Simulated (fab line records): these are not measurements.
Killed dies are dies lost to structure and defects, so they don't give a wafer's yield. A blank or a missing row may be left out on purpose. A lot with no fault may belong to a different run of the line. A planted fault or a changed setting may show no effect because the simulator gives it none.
Which tool is to blame?	flow n5 finfet	10 lots, 30 wafers sampled, at 3 steps of a route of 1938

WHAT EACH GAUGE READ, for each wafer
N5_BEOL_M9_RS_MEAS_57: the measuring method here is four-point-probe.
lot	measured	on	M9_RS (ohm/sq)
L123	day 12 15:34	film metro-02	0.146 0.150 0.147
L125	day 13 14:07	film metro-01	0.148 0.152 0.138
L129	day 14 03:34	film metro-02	0.152 0.147 0.155
L130	day 14 16:06	film metro-01	0.142 0.141 0.145
L126	day 14 16:46	film metro-01	0.143 0.151 0.151
L133	day 15 07:01	film metro-01	0.153 0.150 0.150
L134	day 15 12:22	film metro-02	0.150 0.152 0.148
L142	day 17 18:56	film metro-01	0.140 0.150 0.152
L144	day 18 14:58	film metro-01	0.147 0.147 0.145
L143	day 19 20:06	film metro-02	0.147 0.152 0.152

WHAT TOOL EACH LOT RAN ON (gives the tool, then ch and the chambers of the sampled wafers, and finally the start)
lot	N5_BEOL_M9_ETCH_41	N5_BEOL_M9_STRIP_80
L123	rie diel-03 ch 1,2,3, day 12 15:34 or earlier	rie diel-03 ch 1,2,3, day 12 15:34 or earlier
L125	rie diel-03 ch 0,2,3, day 13 14:07 or earlier	rie diel-03 ch 0,2,3, day 13 14:07 or earlier
L129	rie diel-06 ch 0,2,3, day 14 03:34 or earlier	rie diel-06 ch 0,2,3, day 14 03:34 or earlier
L130	rie diel-06 ch 0,1, day 14 16:06 or earlier	rie diel-06 ch 0,1, day 14 16:06 or earlier
L126	rie diel-06 ch 1,2,3, day 14 16:46 or earlier	rie diel-06 ch 1,2,3, day 14 16:46 or earlier
L133	rie diel-02 ch 1,2,3, day 15 07:01 or earlier	rie diel-02 ch 1,2,3, day 15 07:01 or earlier
L134	rie diel-06 ch 0,2,3, day 15 12:22 or earlier	rie diel-06 ch 0,2,3, day 15 12:22 or earlier
L142	rie diel-06 ch 0,1,2, day 17 18:56 or earlier	rie diel-06 ch 0,1,2, day 17 18:56 or earlier
L144	rie diel-02 ch 0,1,3, day 18 14:58 or earlier	rie diel-02 ch 0,1,3, day 18 14:58 or earlier
L143	rie diel-02 ch 0,2, day 19 20:06 or earlier	rie diel-02 ch 0,2, day 19 20:06 or earlier
- N5_BEOL_M9_ETCH_41: etches SiCN in CH3F/O2, target depth 36.6 nm, time 70.1 s.
- N5_BEOL_M9_STRIP_80: strips in N2/H2, time 10 s.

THE ANSWER, worked out from the rows above alone
Rule: usual is defined by the lots themselves. Put in order of their means at a reading, lots are off if they are a third of the lots or fewer, leave a main group of 4 or more, and stand apart from it by a gap of 3 or more times the standard deviation of the main group's means; of several such gaps the widest counts. A main group whose means are all the same, to the digits that the tables above print for the reading, isn't used. A lot without any number at a reading at which 4 lots or more have one is off too. The other lots that the step has rows for count as sound.
Nothing can be told from this: no lot is off at any reading shown.

WHAT THE SIMULATOR HAD PUT IN
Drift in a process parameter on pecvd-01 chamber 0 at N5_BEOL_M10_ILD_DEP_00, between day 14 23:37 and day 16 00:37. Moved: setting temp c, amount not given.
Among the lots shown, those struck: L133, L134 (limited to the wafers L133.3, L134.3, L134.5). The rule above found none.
